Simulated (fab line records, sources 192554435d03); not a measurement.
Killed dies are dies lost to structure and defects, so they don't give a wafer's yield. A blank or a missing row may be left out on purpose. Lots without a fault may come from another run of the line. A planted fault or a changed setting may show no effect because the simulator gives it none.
A struck lot beside a sound one | flow n5_finfet | 14 steps out of a route of 1938
Sound: wafers L705.2, L705.4, L705.6. Struck: wafers L695.2, L695.4, L695.6. The cause comes at the end.
At each step with rows: each side's tool, then ch and its chambers, then its first start. Under that, the readings that differ: sound wafers | struck wafers | difference of the means | sigmas: that difference in standard deviations of wafers without a fault.
alike: readings whose means differ by less than 2 such deviations, and words and numbers that are the same on both sides. not compared: withheld readings, readings that some wafer has no value for, bounds like >300 that may hide the same value, and numbers for which the record gives no deviation and whose values overlap.
The two part at a step that has a row with sigmas, a row that says differs or no value, or rows on one side only. Numbers that don't overlap but have no deviation are shown without sigmas and don't part them. A reading that every wafer of one side lacks parts them only if that side has two wafers or more.

first, 9 steps without rows for these wafers: N5_BEOL_M0_SAQP_EXPOSE_11 (exposes mask M0 CORE, target cd 42 nm); N5_BEOL_M0_SAQP_PEB_12 (peb time 60 s); N5_BEOL_M0_SAQP_DEVELOP_13 (develop time 30 s); N5_BEOL_M0_SAQP_DESCUM_19 (chemistry O2, time 7.9 s); N5_BEOL_M0_SAQP_ETCH_83 (etches SiARC in CF4, target depth 39 nm, time 65 s); N5_BEOL_M0_SAQP_ETCH_84 (etches SOC in N2/H2, target depth 100 nm, overetch 20 nm, time 150 s); N5_BEOL_M0_SAQP_STRIP_80 (strips in N2/H2); N5_BEOL_M0_SAQP_HM_OPEN_112 (chemistry CHF3/O2, target SiO2, stops on a-Si, target depth 12 nm, time 13.5 s); N5_BEOL_M0_SAQP_STRIP_113 (strips in CHF3/O2).
N5_BEOL_M0_SAQP_MANDREL_ETCH_20: etches a-Si in HBr/Cl2, stops on SiNx, target depth 60 nm, bt time 10 s, time 30 s.
  sound on rie_si-05 ch 1,2, day 11 07:33; struck on rie_si-04 ch 1,2,3, day 8 15:17
  reading                                       | sound          | struck                  | difference | sigmas
  over_etch_frac                                | 0.5 0.5 0.5    | 0.56715 0.56715 0.56715 | +0.06715   |
  model.SOC_of_BEOL_M0_SAQP_COAT_81.thk_nm (nm) | 75.8 76.2 76.6 | 74.4 75.6 74.6          | -1.3       |
  alike: chamber_pressure_mTorr, drypump_motor_current_A, oes_product_au, rf_fwd_power_W, throttle_valve_pct
  not compared: rf_hours_counter_h, model.SiNx_of_BEOL_M0_SAQP_PECVD_97.thk_nm
then, 1 step without rows for these wafers: N5_BEOL_M0_SAQP_STRIP_86 (strips in N2/H2).
N5_BEOL_M0_SAQP_STRIP_115: strips in post etch residue remover, time 60 s.
  sound on wet_bench-01 ch 0,2,6, day 11 07:43; struck on wet_bench-02 ch 0,1,4, day 8 15:27
  not compared: model.SiNx_of_BEOL_M0_SAQP_PECVD_97.thk_nm
then, 1 step without rows for these wafers: N5_BEOL_M0_SAQP_SRD_93 (time 30 s).
-- the record jumps here: 3 days lie between the struck wafers' starts before and after (it left off in module BEOL_M0_SAQP and takes up again in module BEOL_M4, whose first step shown is number 1111 of the route) --
N5_BEOL_M4_RC_MEAS_101:
  sound on prober-01 ch 0, day 13 10:15; struck on prober-02 ch 0, day 11 11:08
  reading       | sound          | struck         | difference | sigmas
  DIBL_N (mV/V) | 32.8 34.1 35.7 | 36.7 39.5 37.2 | +3.6       | +2
  SS_N (mV/dec) | 70.7 71.2 71.1 | 71.4 73.9 71.7 | +1.3       | +2
  alike: DIBL_P, IOFF_N, IOFF_P, ION_N, ION_P, SS_P, VT_N, VT_P

WHERE THEY PART
Only at N5_BEOL_M4_RC_MEAS_101, within this record.

WHY: what the simulator had put in
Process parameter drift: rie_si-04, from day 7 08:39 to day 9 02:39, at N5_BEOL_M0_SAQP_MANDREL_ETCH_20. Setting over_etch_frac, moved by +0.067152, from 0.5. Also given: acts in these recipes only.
